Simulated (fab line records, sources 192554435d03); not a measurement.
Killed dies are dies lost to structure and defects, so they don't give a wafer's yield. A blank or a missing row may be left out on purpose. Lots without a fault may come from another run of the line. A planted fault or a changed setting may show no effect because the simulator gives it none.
fab line records | flow n5_finfet
record lots=11 wafers=32 last_day=18
route steps=1938 shown BEOL_M8@1336 PASSIVATION@1936
lots that met no fault: from a run of the same line without faults
start_h: hours from the record's first day to the start of the lot's first wafer shown | wait_h: hours since the lot's step before | " the same as in the row above | L1.1+2: a row that stands for several wafers | - no value, or no start given | * or withheld: withheld | < > ~ a bound
route shown NAME@n: a module of which the file shows steps, and the number in the route of the first | usual: mean/standard deviation of fault-free wafers | same: alike in all rows | chamber/n: place in a boat | sites: the reading at each site | _std_site: their standard deviation | _edge_site: outer sites' mean less inner sites' | radius_mm: how far each site lies from the wafer's centre | mask NAME#n: copy n | behind: the tool/chamber that last shaped the wafer | hold: why the lot was held/for how many hours/how that ended | device: the transistor (n, p or np) that didn't switch | end of line: the same wafers' tests at the end of the route | a step without rows: its recipe alone | killed: dies lost to structure and defects at the first sort, not the wafer's yield | map: a wafer's dies, x killed, . not, _ none there
set.NAME: the setting as run; set.NAME@STEP: as run at that earlier step | model.NAME: the simulator's own value behind a step, which no gauge read
steps of the route over a sample of lots; a table a step, a row a wafer
services: from which hour (start_h, from the record's first day; less than 0 if before it) a tool's chamber was out of use, for how many hours, and why
## steps
# step N5_BEOL_M8_HM_DEP_02
# recipe material=TiN target_thk_a=200 temp_c=25 chamber_pressure_pa=0.49996
# usual throttle_valve_pct=30.0/0.92
# columns lot.wafer tool chamber start_h wait_h throttle_valve_pct
L867.2 pvd_sputter-01 - 210.41 1.7 29.5
L867.5 " - " " 29.8
L867.6 " - " " 29.6
L869.1 pvd_sputter-01 - 210.93 0.9 30.6
L869.4 " - " " 32.0
L869.5 " - " " 30.9
L870.3 pvd_sputter-02 - 232.47 1.8 29.1
L870.4 " - " " 29.6
L870.5 " - " " 28.8
L873.1 pvd_sputter-01 - 245.35 2.7 30.1
L873.3 " - " " 29.4
L873.4 " - " " 31.6
L875.4 pvd_sputter-02 - 266.04 1.6 29.6
L875.5 " - " " 29.5
L876.1 pvd_sputter-02 - 266.14 0.9 30.1
L876.5 " - " " 29.0
L876.6 " - " " 29.2
L879.1 pvd_sputter-02 - 289.28 1.2 29.7
L879.5 " - " " 29.5
L879.6 " - " " 28.8
L880.1 pvd_sputter-03 - 289.30 1.2 29.4
L880.2 " - " " 28.5
L880.5 " - " " 30.9
L881.1 pvd_sputter-02 - 289.48 0.8 30.2
L881.4 " - " " 29.2
L881.5 " - " " 29.5
L882.2 pvd_sputter-01 - 309.73 0.8 29.9
L882.3 " - " " 30.5
L882.5 " - " " 30.7
L883.3 pvd_sputter-03 - 355.11 1.7 30.7
L883.4 " - " " 28.7
L883.5 " - " " 29.2
# step N5_BEOL_M8_ETCH_62
# recipe chemistry=N2/H2 target=SOC target_depth_a=1100 overetch_a=220 mask_material=SiARC temp_c=40 time_s=165 ion_energy_ev=200 pressure_mtorr=30 source_w=840 bias_w=150 n2_flow_sccm=200 h2_flow_sccm=200
# usual drypump_motor_current_A=5.8/0.43 oes_product_au=0.66/0.065 rf_vpp_V=524.0/1.7 showerhead_plenum_p_Torr=2.54/0.051 throttle_valve_pct=17.86/0.22
# columns lot.wafer tool chamber start_h wait_h drypump_motor_current_A oes_product_au rf_hours_counter_h rf_vpp_V showerhead_plenum_p_Torr throttle_valve_pct
L867.2 rie_diel-01 2 211.34 0.0 5.6 0.65 121 520.8 2.46 18.06
L867.5 " 2 " " 5.6 0.65 - 521.3 2.46 18.08
L867.6 " 1 " " 6.2 0.70 - 523.9 2.58 18.05
L869.1 rie_diel-04 2 211.51 0.0 6.0 0.66 113 525.3 2.55 17.59
L869.4 " 1 " " 5.5 0.67 101 524.3 2.57 18.02
L869.5 " 0 " " 5.3 0.60 - 522.6 2.52 17.84
L870.3 rie_diel-02 2 233.15 0.0 6.6 0.62 189 525.9 2.63 18.22
L870.4 " 0 " " 6.2 0.73 40 524.6 2.59 17.64
L870.5 " 3 " " 5.2 0.60 - 523.1 2.51 17.63
L873.1 rie_diel-04 0 245.91 0.0 5.3 0.58 227 522.3 2.52 17.87
L873.3 " 1 " " 5.5 0.66 114 524.4 2.56 18.03
L873.4 " 2 " " 6.0 0.65 126 526.4 2.55 17.60
L875.4 rie_diel-01 2 266.78 0.1 5.6 0.63 - 520.2 2.45 18.10
L875.5 " 0 " " 5.9 0.61 - 520.0 2.42 17.89
L876.1 rie_diel-04 1 267.28 0.0 5.6 0.66 122 523.6 2.56 18.04
L876.5 " 0 " " 5.3 0.59 - 522.1 2.51 17.88
L876.6 " 1 " " 5.5 0.66 - 524.3 2.56 18.03
L879.1 rie_diel-04 1 290.81 0.0 5.5 0.66 132 525.3 2.55 18.07
L879.5 " 2 " " 6.0 0.65 - 523.0 2.54 17.63
L879.6 " 3 " " 5.6 0.76 - 524.6 2.58 17.66
L880.1 rie_diel-02 2 291.16 0.0 6.7 0.61 210 526.3 2.62 18.25
L880.2 " 3 " " 5.2 0.58 232 523.2 2.50 17.69
L880.5 " 0 " " 6.2 0.71 - 525.7 2.58 17.68
L881.1 rie_diel-04 0 291.35 0.0 5.3 0.58 245 522.6 2.51 17.91
L881.4 " 2 " " 6.0 0.64 143 524.8 2.54 17.64
L881.5 " 2 " " 6.0 0.63 - 525.4 2.54 17.63
L882.2 rie_diel-01 1 310.75 0.0 6.1 0.67 117 524.3 2.57 18.10
L882.3 " 0 " " 5.9 0.60 215 521.4 2.41 17.92
L882.5 " 0 " " 5.9 0.60 - 520.1 2.42 17.90
L883.3 rie_diel-02 0 355.68 0.0 6.2 0.69 91 525.0 2.57 17.75
L883.4 " 2 " " 6.6 0.59 - 524.9 2.61 18.29
L883.5 " 1 " " 5.8 0.61 - 523.8 2.49 17.88
# step N5_BEOL_M8_STRIP_67
# recipe chemistry=CF4 resist=SiARC power_w=300 bias_power_w=75 pressure_mtorr=50 cf4_flow_sccm=150 rf_frequency_hz=6e+07
# usual bias_power_w=75.01/0.22 drypump_motor_current_A=5.8/0.43 oes_product_au=0.77/0.076 rf_vpp_V=271.3/1.2 showerhead_plenum_p_Torr=1.79/0.04 throttle_valve_pct=13.66/0.18
# columns lot.wafer tool chamber start_h wait_h bias_power_w drypump_motor_current_A oes_product_au rf_hours_counter_h rf_vpp_V showerhead_plenum_p_Torr throttle_valve_pct
L867.2 rie_diel-01 2 211.48 0.0 75.20 5.6 0.78 121 270.1 1.72 13.62
L867.5 " 2 " " 74.75 5.6 0.77 - 269.8 1.72 13.61
L867.6 " 1 " " 74.97 6.2 0.83 - 272.5 1.82 13.71
L869.1 rie_diel-04 2 211.65 0.0 75.27 6.0 0.78 113 271.6 1.80 13.31
L869.4 " 1 " " 75.29 5.6 0.79 101 271.1 1.79 13.64
L869.5 " 0 " " 74.72 5.3 0.70 - 271.9 1.77 13.62
L870.3 rie_diel-02 2 233.30 0.0 75.01 6.6 0.73 189 272.5 1.85 13.96
L870.4 " 0 " " 74.99 6.2 0.87 40 270.7 1.82 13.46
L870.5 " 3 " " 75.13 5.2 0.70 - 270.4 1.80 13.67
L873.1 rie_diel-04 0 246.05 0.0 74.60 5.3 0.69 227 269.1 1.76 13.66
L873.3 " 1 " " 75.19 5.5 0.78 114 271.8 1.79 13.65
L873.4 " 2 " " 75.03 5.9 0.77 126 270.6 1.79 13.35
L875.4 rie_diel-01 2 266.87 0.0 75.31 5.6 0.75 - 268.6 1.72 13.66
L875.5 " 0 " " 74.92 5.9 0.72 - 269.3 1.70 13.53
L876.1 rie_diel-04 1 267.43 0.0 74.71 5.6 0.78 122 273.8 1.79 13.68
L876.5 " 0 " " 74.98 5.3 0.70 - 271.6 1.76 13.64
L876.6 " 1 " " 75.13 5.5 0.77 - 270.7 1.79 13.70
L879.1 rie_diel-04 1 290.96 0.0 74.95 5.5 0.77 132 273.0 1.79 13.70
L879.5 " 2 " " 74.93 6.0 0.75 - 270.3 1.79 13.38
L879.6 " 3 " " 74.71 5.6 0.91 - 272.0 1.84 13.65
L880.1 rie_diel-02 2 291.30 0.0 75.31 6.6 0.72 210 273.7 1.84 14.01
L880.2 " 3 " " 75.09 5.2 0.69 232 270.8 1.79 13.70
L880.5 " 0 " " 74.77 6.1 0.84 - 270.9 1.82 13.51
L881.1 rie_diel-04 0 291.49 0.0 74.57 5.3 0.68 245 271.6 1.76 13.67
L881.4 " 2 " " 74.98 6.0 0.75 144 272.9 1.79 13.37
L881.5 " 2 " " 74.89 5.9 0.76 - 270.9 1.79 13.37
L882.2 rie_diel-01 1 310.89 0.0 74.83 6.1 0.80 117 271.6 1.82 13.78
L882.3 " 0 " " 74.90 5.9 0.71 215 270.0 1.70 13.57
L882.5 " 0 " " 74.67 5.9 0.71 - 268.7 1.70 13.57
L883.3 rie_diel-02 0 355.83 0.0 74.66 6.1 0.81 91 270.0 1.81 13.61
L883.4 " 2 " " 75.16 6.6 0.70 - 271.2 1.84 14.08
L883.5 " 1 " " 75.07 5.8 0.72 - 270.7 1.76 13.84
# step N5_BEOL_M8_EXPOSE_25
# recipe mask_id=V7 na=0.33 source_shape=annular sigma_inner=0.4 sigma_outer=0.8 polarization=unpolarized target_cd_nm=40 dose_mj=42.5
# same na=0.33
# columns lot.wafer tool chamber start_h wait_h mask
L869.1+4+5 euv_scanner-01 0 213.79 - V7#0
L867.2+5+6 euv_scanner-02 0 213.98 - V7#0
L870.3+4+5 euv_scanner-02 0 233.81 - V7#0
L873.1+3+4 euv_scanner-02 0 249.53 - V7#0
L875.4+5 euv_scanner-01 0 267.73 - V7#0
L876.1+5+6 euv_scanner-01 0 267.83 - V7#0
L881.1+4+5 euv_scanner-01 0 293.55 - V7#0
L879.1+5+6 euv_scanner-01 0 293.64 - V7#0
L880.1+2+5 euv_scanner-01 0 293.68 - V7#0
L882.2+3+5 euv_scanner-01 0 311.68 - V7#0
L883.3+4+5 euv_scanner-01 0 356.37 - V7#0
# step N5_BEOL_M8_OVL_MEAS_29
# recipe points_per_wafer=522
# usual V7_OVL=-0.2/0.67
# columns lot.wafer tool chamber start_h wait_h V7_OVL[nm]
L869.1 overlay-01 0 213.96 0.0 0.4
L869.4 " 0 " " -0.2
L869.5 " 0 " " -0.8
L867.2 overlay-01 0 214.15 0.0 -0.2
L867.5 " 0 " " -1.4
L867.6 " 0 " " -0.2
L870.3 overlay-02 0 233.97 0.0 8.3
L870.4 " 0 " " 7.8
L870.5 " 0 " " 8.4
L873.1 overlay-01 0 249.69 0.0 7.9
L873.3 " 0 " " 7.8
L873.4 " 0 " " 8.2
L875.4 overlay-02 0 267.89 0.0 -1.2
L875.5 " 0 " " -0.4
L876.1 overlay-02 0 268.00 0.0 -0.8
L876.5 " 0 " " -1.1
L876.6 " 0 " " 0.1
L881.1 overlay-01 0 293.71 0.0 0.0
L881.4 " 0 " " -0.4
L881.5 " 0 " " -0.1
L879.1 overlay-01 0 293.81 0.0 -0.2
L879.5 " 0 " " 0.0
L879.6 " 0 " " -0.5
L880.1 overlay-02 0 293.85 0.0 0.2
L880.2 " 0 " " 0.8
L880.5 " 0 " " -0.5
L882.2 overlay-01 0 311.85 0.0 -0.3
L882.3 " 0 " " 0.8
L882.5 " 0 " " 0.5
L883.3 overlay-02 0 356.53 0.0 -0.7
L883.4 " 0 " " -0.9
L883.5 " 0 " " -0.7
# step N5_PASSIVATION_PROBE_49
# usual defect_limited_yield=91.0/1.5 killed_at_M0_to_M3=35/11 killed_at_M4_up=13/6 killed_at_contacts=14/6.5 killed_at_front_end=40/12 killed_at_other=4/3.4 killed_dies=106/18 killed_open=68/14 killed_short=35/7.7 sort_bin_5_function=5.2/0.98 sort_bin_6_memory=3.4/0.72 sort_n_pass=1074/18 sort_yield_pct=91.0/1.5
# same gross_dies=1180 killed_at_back_side=0 sort_bin_4_leakage[%]=0 sort_bin_8_speed[%]=0
# columns lot.wafer tool chamber start_h wait_h defect_limited_yield[%] killed_at_M0_to_M3 killed_at_M4_up killed_at_contacts killed_at_front_end killed_at_other killed_dies killed_open killed_short sort_bin_5_function[%] sort_bin_6_memory[%] sort_n_pass sort_yield_pct[%]
L881.1 prober-02 - 363.02 0.0 90.8 45 17 14 30 2 108 76 31 5.0 4.1 1072 90.8
L881.4 prober-02 - 363.17 0.2 91.6 34 11 15 38 1 99 59 39 4.4 3.6 1081 91.6
L881.5 prober-02 - 363.22 0.2 92.1 41 19 3 20 10 93 57 33 4.7 2.7 1087 92.1
L879.5 prober-02 - 366.77 0.2 90.6 35 20 12 44 0 111 72 39 4.7 4.2 1069 90.6
# killed by level:class
L881.1 BEOL_M2:geometric_particle:open=14 MOL_CONTACT_COAG:geometric_particle:open=11 BEOL_M0_SAQP:geometric_particle:short=11 BEOL_M4:geometric_particle:open=10 STI_FIN_REVEAL:geometric_particle:open=6 BEOL_M3:geometric_particle:open=6 STARTING-WAFER:geometric_particle:short=5 GATE_CUT:geometric_particle:short=4
L881.4 STI_FIN_REVEAL:geometric_particle:open=13 MOL_CONTACT_COAG:geometric_particle:open=8 MOL_CONTACT_COAG:geometric_particle:short=7 BEOL_M0_SAQP:geometric_particle:short=7 BEOL_M0_SAQP:geometric_particle:open=5 BEOL_M0:geometric_particle:open=5 BEOL_M4:geometric_particle:open=5 FIN_SAQP:geometric_particle:short=4
L881.5 BEOL_M4:geometric_particle:open=11 BEOL_M1:geometric_particle:open=9 BEOL_M0_SAQP:geometric_particle:short=7 BEOL_M2:geometric_particle:open=7 FIN_SAQP:geometric_particle:short=6 STI_FIN_REVEAL:geometric_particle:open=6 BEOL_M0_SAQP:geometric_particle:open=5 BEOL_M1:geometric_particle:short=5
L879.5 FIN_SAQP:geometric_particle:open=11 MOL_CONTACT_COAG:geometric_particle:open=9 BEOL_M1:geometric_particle:open=9 STI_FIN_REVEAL:geometric_particle:open=8 FIN_SAQP:geometric_particle:short=6 BEOL_M0_SAQP:geometric_particle:short=6 BEOL_M8:geometric_particle:open=6 BEOL_M3:geometric_particle:open=5
## services
# columns tool chamber start_h hours kind
rie_diel-04 0 192.97 14.7 repair
euv_scanner-02 - 202.63 4.6 pm
pvd_sputter-02 - 205.02 2.0 repair
euv_scanner-02 - 215.27 0.1 repair
euv_scanner-02 - 223.17 1.0 pm
euv_scanner-01 - 228.10 1.5 repair
euv_scanner-01 - 239.93 1.0 pm
rie_diel-01 3 242.29 6.0 repair
pvd_sputter-01 - 246.25 3.0 repair
euv_scanner-02 - 249.57 12.0 pm
rie_diel-01 1 269.22 5.2 repair
euv_scanner-01 - 274.77 1.3 repair
euv_scanner-02 - 279.32 1.0 pm
rie_diel-01 - 280.26 14.6 pm
euv_scanner-02 - 291.07 5.9 repair
euv_scanner-01 - 296.94 4.6 pm
rie_diel-01 1 315.35 8.1 repair
rie_diel-02 1 318.16 4.5 repair
rie_diel-02 3 322.29 6.9 repair
pvd_sputter-01 - 335.05 1.8 repair
euv_scanner-02 - 335.47 1.0 pm
euv_scanner-01 - 343.78 5.8 pm
euv_scanner-01 - 352.23 1.0 pm
pvd_sputter-01 - 354.34 9.6 repair
## key
first_sign step=N5_BEOL_M8_OVL_MEAS_29 reading=V7_OVL direction=up sigmas=12 usual=-0.2 struck=8.0
effect none on later readings
met_at N5_BEOL_M8_EXPOSE_25
struck_lots L870,L873
rows_end L870.3,L870.4,L870.5
not_acting_at N5_BEOL_M8_HM_DEP_02,N5_BEOL_M8_ETCH_62,N5_BEOL_M8_STRIP_67
onset_between 213.98 233.81
earlier_fault kind=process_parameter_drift tool=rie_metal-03 chamber=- onset_h=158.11 steps=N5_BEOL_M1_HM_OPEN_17 channel=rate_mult offset=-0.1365 shape=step
fault kind=scanner_matching_overlay tool=euv_scanner-02 chamber=- onset_h=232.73 steps=N5_BEOL_M8_EXPOSE_25 offset=8.3273
# rows_end: these wafers met a further fault down the route, and their rows from its step on are left out
